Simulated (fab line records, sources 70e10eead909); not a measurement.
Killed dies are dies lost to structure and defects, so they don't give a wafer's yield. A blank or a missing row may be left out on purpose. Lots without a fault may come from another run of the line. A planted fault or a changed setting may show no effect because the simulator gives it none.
A struck lot beside a sound one | flow nand_harc | 14 steps out of a route of 1159
Sound: wafers L123.1, L123.4, L123.6. Struck: wafers L128.3, L128.4. (L128.1 of the same lot was not struck and is left out.) The cause comes at the end.
At each step with rows: each side's tool, then ch and its chambers, then its first start. Under that, the readings that differ: sound wafers | struck wafers | difference of the means | sigmas: that difference in standard deviations of wafers without a fault.
alike: readings whose means differ by less than 2 such deviations, and words and numbers that are the same on both sides. not compared: withheld readings, readings that some wafer has no value for, bounds like >300 that may hide the same value, and numbers for which the record gives no deviation and whose values overlap.
The two part at a step that has a row with sigmas, a row that says differs or no value, or rows on one side only. Numbers that don't overlap but have no deviation are shown without sigmas and don't part them. A reading that every wafer of one side lacks parts them only if that side has two wafers or more.

NHARC_A_ZERO_WELL_INSPECT_17:
  sound on defect_inspect-02, day 7 04:02; struck on defect_inspect-01, day 7 19:43
  alike: raw_defect_count
then, 3 steps without rows for these wafers: NHARC_A_SOURCE_PLATE_PRECLEAN_00 (cleans in HF-LAST, time 60 s); NHARC_A_SOURCE_PLATE_SRD_01; NHARC_A_SOURCE_PLATE_OXIDE_02 (material SiO2, target thk 10 nm, ox time 1362 s).
NHARC_A_SOURCE_PLATE_THK_MEAS_09: measures by ellipsometry.
  sound on film_metro-01, day 7 11:40; struck on film_metro-02, day 8 03:07
  alike: thk_nm
then, 3 steps without rows for these wafers: NHARC_A_SOURCE_PLATE_PVD_04 (deposits WSi2, target thk 50 nm); NHARC_A_SOURCE_PLATE_CVD_03 (deposits poly-Si, target thk 200 nm, time 4000 s); NHARC_A_SOURCE_PLATE_ANNEAL_05 (time 1800 s).
NHARC_A_SOURCE_PLATE_THK_MEAS_06: measures by ellipsometry.
  sound on film_metro-02, day 8 00:32; struck on film_metro-01, day 8 16:07
  alike: thk_nm
NHARC_A_SOURCE_PLATE_INSPECT_08:
  sound on defect_inspect-02, day 8 00:36; struck on defect_inspect-02, day 8 16:10
  alike: raw_defect_count
NHARC_A_ONON_D1_DEP_00: target thk 1000 nm.
  sound on pecvd_onon-03 ch 0, day 8 00:40; struck on pecvd_onon-03 ch 0, day 8 16:14
NHARC_A_ONON_D1_THK_MEAS_02: measures by ellipsometry.
  sound on film_metro-02, day 8 01:11; struck on film_metro-02, day 8 16:45
  reading     | sound          | struck    | difference | sigmas
  thk_nm (nm) | 1002 1001 1003 | 1664 1663 | +662       | +71
then, 1 step without rows for these wafers: NHARC_A_ONON_D1_DEP_03 (target thk 1000 nm).
-- the record jumps here: 11 days lie between the struck wafers' starts before and after (it left off in module A_ONON_D1 and takes up again in module END, whose first step shown is number 1159 of the route) --
NHARC_END_SORT_01:
  the record has rows for the struck wafers here (prober-01 ch 0, day 19 23:41) and none for the sound ones

WHERE THEY PART
First at NHARC_A_ONON_D1_THK_MEAS_02; last, within this record, at NHARC_END_SORT_01.

WHY: what the simulator had put in
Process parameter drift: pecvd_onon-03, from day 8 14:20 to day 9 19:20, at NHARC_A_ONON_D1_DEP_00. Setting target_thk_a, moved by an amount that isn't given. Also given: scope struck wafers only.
